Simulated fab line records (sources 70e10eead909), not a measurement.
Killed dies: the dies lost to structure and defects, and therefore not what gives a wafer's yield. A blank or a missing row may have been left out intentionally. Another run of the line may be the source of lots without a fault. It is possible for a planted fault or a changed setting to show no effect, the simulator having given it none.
Which of the tools did it? / flow nand-harc / 24 lots, 72 wafers sampled, at 3 steps of a route of 1159

WHAT EACH GAUGE READ, for each wafer
NHARC_A_CONTACT_CD_MEAS_69 targets a cd of 200 nm.
lot=L075; measured=day 16 19:07; on=cd-sem-01; cd-nm (nm)=199.1 198.7 199.5
lot=L074; measured=day 16 20:37; on=cd-sem-01; cd-nm (nm)=200.7 200.6 201.2
lot=L077; measured=day 17 00:43; on=cd-sem-02; cd-nm (nm)=200.2 198.7 200.7
lot=L076; measured=day 17 04:51; on=cd-sem-02; cd-nm (nm)=200.9 201.0 200.8
lot=L079; measured=day 17 06:02; on=cd-sem-02; cd-nm (nm)=201.3 201.3 201.2
lot=L078; measured=day 17 22:04; on=cd-sem-01; cd-nm (nm)=199.3 199.0 199.5
lot=L081; measured=day 18 10:22; on=cd-sem-01; cd-nm (nm)=200.1 200.8 201.5
lot=L080; measured=day 18 21:01; on=cd-sem-01; cd-nm (nm)=200.1 201.4 200.5
lot=L083; measured=day 18 22:37; on=cd-sem-03; cd-nm (nm)=201.4 200.8 201.1
lot=L084; measured=day 19 01:23; on=cd-sem-03; cd-nm (nm)=199.3 200.3 199.7
lot=L082; measured=day 19 02:46; on=cd-sem-01; cd-nm (nm)=199.7 200.3 199.9
lot=L086; measured=day 20 10:06; on=cd-sem-02; cd-nm (nm)=200.9 201.7 200.9
lot=L087; measured=day 20 11:11; on=cd-sem-01; cd-nm (nm)=200.8 199.6 200.5
lot=L088; measured=day 20 12:35; on=cd-sem-03; cd-nm (nm)=200.8 200.9 201.5
lot=L085; measured=day 20 13:50; on=cd-sem-02; cd-nm (nm)=200.5 200.5 201.1
lot=L090; measured=day 21 01:04; on=cd-sem-02; cd-nm (nm)=201.3 200.0 200.8
lot=L091; measured=day 21 04:37; on=cd-sem-01; cd-nm (nm)=199.2 199.1 199.4
lot=L089; measured=day 21 05:16; on=cd-sem-03; cd-nm (nm)=200.9 200.9 199.9
lot=L092; measured=day 21 13:19; on=cd-sem-02; cd-nm (nm)=201.3 201.0 200.8
lot=L094; measured=day 21 22:41; on=cd-sem-03; cd-nm (nm)=199.9 199.0 200.9
lot=L093; measured=day 22 00:57; on=cd-sem-01; cd-nm (nm)=199.0 199.4 200.0
lot=L095; measured=day 22 10:41; on=cd-sem-01; cd-nm (nm)=200.4 199.7 199.8
lot=L096; measured=day 22 11:19; on=cd-sem-01; cd-nm (nm)=201.2 200.2 199.5
lot=L097; measured=day 22 23:34; on=cd-sem-02; cd-nm (nm)=199.9 200.5 201.8

WHAT TOOL EACH LOT RAN ON (gives the tool, then ch and the chambers of the sampled wafers, and finally the start)
lot=L075; NHARC_A_CONTACT_ETCH_117=har-cap-etch-03 ch 0,1, day 16 12:02; NHARC_A_CONTACT_DEP_57=acl-dep-01 ch 0, day 16 16:48
lot=L074; NHARC_A_CONTACT_ETCH_117=har-cap-etch-02 ch 0,1, day 16 13:23; NHARC_A_CONTACT_DEP_57=acl-dep-02 ch 0, day 16 18:16
lot=L077; NHARC_A_CONTACT_ETCH_117=har-cap-etch-01 ch 0,1, day 16 19:10; NHARC_A_CONTACT_DEP_57=acl-dep-03 ch 0, day 16 22:14
lot=L076; NHARC_A_CONTACT_ETCH_117=har-cap-etch-01 ch 0, day 16 23:13; NHARC_A_CONTACT_DEP_57=acl-dep-02 ch 0, day 17 02:23
lot=L079; NHARC_A_CONTACT_ETCH_117=har-cap-etch-02 ch 0,1, day 17 01:08; NHARC_A_CONTACT_DEP_57=acl-dep-03 ch 0, day 17 03:56
lot=L078; NHARC_A_CONTACT_ETCH_117=har-cap-etch-03 ch 0,1, day 17 17:16; NHARC_A_CONTACT_DEP_57=acl-dep-03 ch 0, day 17 20:10
lot=L081; NHARC_A_CONTACT_ETCH_117=har-cap-etch-01 ch 0,1, day 18 03:10; NHARC_A_CONTACT_DEP_57=acl-dep-02 ch 0, day 18 08:29
lot=L080; NHARC_A_CONTACT_ETCH_117=har-cap-etch-01 ch 0,1, day 18 13:24; NHARC_A_CONTACT_DEP_57=acl-dep-03 ch 0, day 18 18:50
lot=L083; NHARC_A_CONTACT_ETCH_117=har-cap-etch-03 ch 0,1, day 18 14:31; NHARC_A_CONTACT_DEP_57=acl-dep-03 ch 0, day 18 20:16
lot=L084; NHARC_A_CONTACT_ETCH_117=har-cap-etch-02 ch 0,1, day 18 20:41; NHARC_A_CONTACT_DEP_57=acl-dep-01 ch 0, day 18 22:58
lot=L082; NHARC_A_CONTACT_ETCH_117=har-cap-etch-01 ch 0,1, day 18 21:37; NHARC_A_CONTACT_DEP_57=acl-dep-03 ch 0, day 19 00:17
lot=L086; NHARC_A_CONTACT_ETCH_117=har-cap-etch-01 ch 1, day 20 04:39; NHARC_A_CONTACT_DEP_57=acl-dep-01 ch 0, day 20 07:36
lot=L087; NHARC_A_CONTACT_ETCH_117=har-cap-etch-03 ch 0,1, day 20 05:22; NHARC_A_CONTACT_DEP_57=acl-dep-03 ch 0, day 20 08:43
lot=L088; NHARC_A_CONTACT_ETCH_117=har-cap-etch-02 ch 0,1, day 20 07:37; NHARC_A_CONTACT_DEP_57=acl-dep-01 ch 0, day 20 10:14
lot=L085; NHARC_A_CONTACT_ETCH_117=har-cap-etch-01 ch 0,1, day 20 09:04; NHARC_A_CONTACT_DEP_57=acl-dep-03 ch 0, day 20 11:40
lot=L090; NHARC_A_CONTACT_ETCH_117=har-cap-etch-02 ch 0,1, day 20 17:04; NHARC_A_CONTACT_DEP_57=acl-dep-02 ch 0, day 20 22:37
lot=L091; NHARC_A_CONTACT_ETCH_117=har-cap-etch-02 ch 0,1, day 20 21:29; NHARC_A_CONTACT_DEP_57=acl-dep-02 ch 0, day 21 03:01
lot=L089; NHARC_A_CONTACT_ETCH_117=har-cap-etch-01 ch 0,1, day 20 21:57; NHARC_A_CONTACT_DEP_57=acl-dep-03 ch 0, day 21 03:29
lot=L092; NHARC_A_CONTACT_ETCH_117=har-cap-etch-01 ch 0,1, day 21 05:47; NHARC_A_CONTACT_DEP_57=acl-dep-03 ch 0, day 21 10:59
lot=L094; NHARC_A_CONTACT_ETCH_117=har-cap-etch-02 ch 0,1, day 21 17:54; NHARC_A_CONTACT_DEP_57=acl-dep-03 ch 0, day 21 20:13
lot=L093; NHARC_A_CONTACT_ETCH_117=har-cap-etch-03 ch 0,1, day 21 19:53; NHARC_A_CONTACT_DEP_57=acl-dep-01 ch 0, day 21 22:37
lot=L095; NHARC_A_CONTACT_ETCH_117=har-cap-etch-01 ch 0,1, day 22 05:13; NHARC_A_CONTACT_DEP_57=acl-dep-03 ch 0, day 22 08:44
lot=L096; NHARC_A_CONTACT_ETCH_117=har-cap-etch-02 ch 0,1, day 22 05:48; NHARC_A_CONTACT_DEP_57=acl-dep-01 ch 0, day 22 08:58
lot=L097; NHARC_A_CONTACT_ETCH_117=har-cap-etch-02 ch 0,1, day 22 18:29; NHARC_A_CONTACT_DEP_57=acl-dep-03 ch 0, day 22 21:08
- NHARC_A_CONTACT_ETCH_117: etches the open film in C4F8/O2/Ar, time 94 s, target depth 922 nm.
- NHARC_A_CONTACT_DEP_57: deposits aC, target thk 2800 nm.

AS READ BY THE TOOLS THEMSELVES (means over the sampled wafers that have a number; for cases with no such wafer, the mark the record gives instead)
NHARC_A_CONTACT_DEP_57.
lot=L075; tool=acl-dep-01; throttle-valve-pct (%)=35.008
lot=L074; tool=acl-dep-02; throttle-valve-pct (%)=35.000
lot=L077; tool=acl-dep-03; throttle-valve-pct (%)=35.001
lot=L076; tool=acl-dep-02; throttle-valve-pct (%)=35.003
lot=L079; tool=acl-dep-03; throttle-valve-pct (%)=35.005
lot=L078; tool=acl-dep-03; throttle-valve-pct (%)=35.007
lot=L081; tool=acl-dep-02; throttle-valve-pct (%)=34.996
lot=L080; tool=acl-dep-03; throttle-valve-pct (%)=34.998
lot=L083; tool=acl-dep-03; throttle-valve-pct (%)=34.994
lot=L084; tool=acl-dep-01; throttle-valve-pct (%)=35.004
lot=L082; tool=acl-dep-03; throttle-valve-pct (%)=35.009
lot=L086; tool=acl-dep-01; throttle-valve-pct (%)=35.002
lot=L087; tool=acl-dep-03; throttle-valve-pct (%)=35.000
lot=L088; tool=acl-dep-01; throttle-valve-pct (%)=35.003
lot=L085; tool=acl-dep-03; throttle-valve-pct (%)=34.987
lot=L090; tool=acl-dep-02; throttle-valve-pct (%)=34.991
lot=L091; tool=acl-dep-02; throttle-valve-pct (%)=34.997
lot=L089; tool=acl-dep-03; throttle-valve-pct (%)=35.002
lot=L092; tool=acl-dep-03; throttle-valve-pct (%)=35.000
lot=L094; tool=acl-dep-03; throttle-valve-pct (%)=34.996
lot=L093; tool=acl-dep-01; throttle-valve-pct (%)=35.005
lot=L095; tool=acl-dep-03; throttle-valve-pct (%)=35.007
lot=L096; tool=acl-dep-01; throttle-valve-pct (%)=35.000
lot=L097; tool=acl-dep-03; throttle-valve-pct (%)=34.997

THE ANSWER, worked out from the rows above alone
Rule: the usual values come from the lots themselves. The widest of any qualifying gaps counts: lots, ordered by their means at a reading, are off when they make up no more than a third of the lots, leave a main group of 4 or more, and stand apart from it by 3 or more times the standard deviation of that group's means. The tables above print the reading to a certain number of digits; a main group whose means all agree to those digits is not used. Also off: a lot with no number at a reading for which 4 or more lots have one. Any other lot the step has rows for is counted as sound. Order of review: gauges by route order, followed by the tools' own readings, for which a lot's mean as printed above is used. The first step at which some lot is off is used, and at that step the reading that is off furthest; a lot without a number counts as furthest.
Across all readings shown, no lot is off: no conclusion can be drawn from this.

WHAT THE SIMULATOR PUT IN
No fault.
